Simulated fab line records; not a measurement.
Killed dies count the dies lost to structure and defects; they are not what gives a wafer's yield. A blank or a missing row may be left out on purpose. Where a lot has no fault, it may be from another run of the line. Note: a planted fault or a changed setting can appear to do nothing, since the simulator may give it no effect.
Matching of chambers + flow n5Finfet + N5_BEOL_M6_ETCH_66 on rieDiel-06 has 4 sister chambers
The step etches SOC in N2/H2, target depth 80 nm, overetch 16 nm, time 120 s. 4 wafers are shown with their chamber, then 7 later ones without.

== EACH WAFER AND ITS CHAMBER ==
| wafer  | chamber | showerheadPlenumPTorr (Torr) |
|--------|---------|------------------------------|
| L545.6 | 1       | 2.54                         |
| L557.3 | 0       | 2.62                         |
| L558.1 | 2       | 2.44                         |
| L558.4 | 3       | 2.46                         |

== WAFERS WITHOUT THEIR CHAMBER ==
| wafer  | showerheadPlenumPTorr (Torr) |
|--------|------------------------------|
| L558.5 | 2.46                         |
| L559.1 | 2.46                         |
| L559.2 | 2.53                         |
| L559.6 | 2.53                         |
| L560.1 | 2.44                         |
| L560.3 | 2.53                         |
| L560.5 | 2.53                         |

== EACH ONE'S CHAMBER ==
| wafer  | from the rows above | in truth |
|--------|---------------------|----------|
| L558.5 | 3                   | 3        |
| L559.1 | 3                   | 3        |
| L559.2 | 1                   | 1        |
| L559.6 | 1                   | 1        |
| L560.1 | 2                   | 2        |
| L560.3 | 1                   | 1        |
| L560.5 | 1                   | 1        |
Correct placement for 7 of the 7. From these rows, 0 cannot be placed. Placed wrongly: 0.
How it was worked out, from the rows above alone: a wafer's distance from a chamber is the root of the sum, over the readings, of the square of ((its reading less the chamber's mean) divided by the reading's scatter). If the next closest chamber is less than 2 further off than the closest, the wafer can't be placed; otherwise it belongs to the closest. For every chamber, the mean is computed from those of its wafers that are shown. The scatter: root of mean squared gap, hidden wafer to nearest shown wafer, with one shown wafer a chamber.
